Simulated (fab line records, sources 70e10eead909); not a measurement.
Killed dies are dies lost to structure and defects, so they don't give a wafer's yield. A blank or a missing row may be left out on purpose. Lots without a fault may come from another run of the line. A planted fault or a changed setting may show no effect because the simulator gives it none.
Which tool did it? | flow nand_harc | 12 lots, 36 wafers sampled, at 2 steps of a route of 1159

WHAT THE GAUGES READ, wafer by wafer
NHARC_P_CONTACT_OVL_MEAS_13.
lot  | measured     | on         | overlay_x_nm (nm)
L075 | day 5 19:28  | overlay-01 | -0.3 0.3 0.0
L077 | day 6 07:32  | overlay-02 | 0.0 -0.6 -0.8
L079 | day 6 18:29  | overlay-01 | 0.4 -0.4 0.3
L081 | day 7 11:43  | overlay-01 | 0.4 0.7 0.2
L083 | day 8 02:04  | overlay-01 | -0.6 -0.8 -0.7
L085 | day 8 16:26  | overlay-02 | -0.6 -1.7 -0.4
L086 | day 8 17:54  | overlay-01 | 0.0 -0.9 -0.2
L089 | day 9 10:39  | overlay-01 | 0.6 0.2 0.6
L091 | day 9 18:22  | overlay-02 | -1.8 -1.4 -1.4
L093 | day 10 08:25 | overlay-02 | 0.4 0.6 0.9
L096 | day 10 20:28 | overlay-02 | 0.2 0.2 0.6
L097 | day 11 02:47 | overlay-01 | 0.8 0.6 0.5

WHICH TOOL RAN EACH LOT (tool, then ch and the chambers of the sampled wafers, then the start)
lot  | NHARC_P_GATE_STRIP_95
L075 | plasma_asher-02 ch 0,1, day 5 15:41
L077 | plasma_asher-02 ch 0, day 6 03:58
L079 | plasma_asher-01 ch 0,1, day 6 14:41
L081 | plasma_asher-02 ch 0,1, day 7 08:03
L083 | plasma_asher-02 ch 0,1, day 7 22:08
L085 | plasma_asher-02 ch 0,1, day 8 13:02
L086 | plasma_asher-02 ch 0,1, day 8 14:23
L089 | plasma_asher-01 ch 0,1, day 9 06:46
L091 | plasma_asher-02 ch 0, day 9 14:47
L093 | plasma_asher-01 ch 0,1, day 10 04:47
L096 | plasma_asher-02 ch 0,1, day 10 16:59
L097 | plasma_asher-01 ch 0,1, day 10 23:13
- NHARC_P_GATE_STRIP_95: strips in O2.

THE ANSWER, worked out from the rows above alone
Rule: what is usual is taken from the lots themselves. Put in order of their means at a reading, lots are off if they are a third of the lots or fewer, leave a main group of 4 or more, and stand apart from it by a gap of 3 or more times the standard deviation of the main group's means; of several such gaps the widest counts. A main group whose means are all the same, to the digits that the tables above print for the reading, isn't used. A lot without any number at a reading at which 4 lots or more have one is off too. The other lots that the step has rows for count as sound.
No lot is off at any reading shown: from this, nothing can be told.

WHAT THE SIMULATOR HAD PUT IN
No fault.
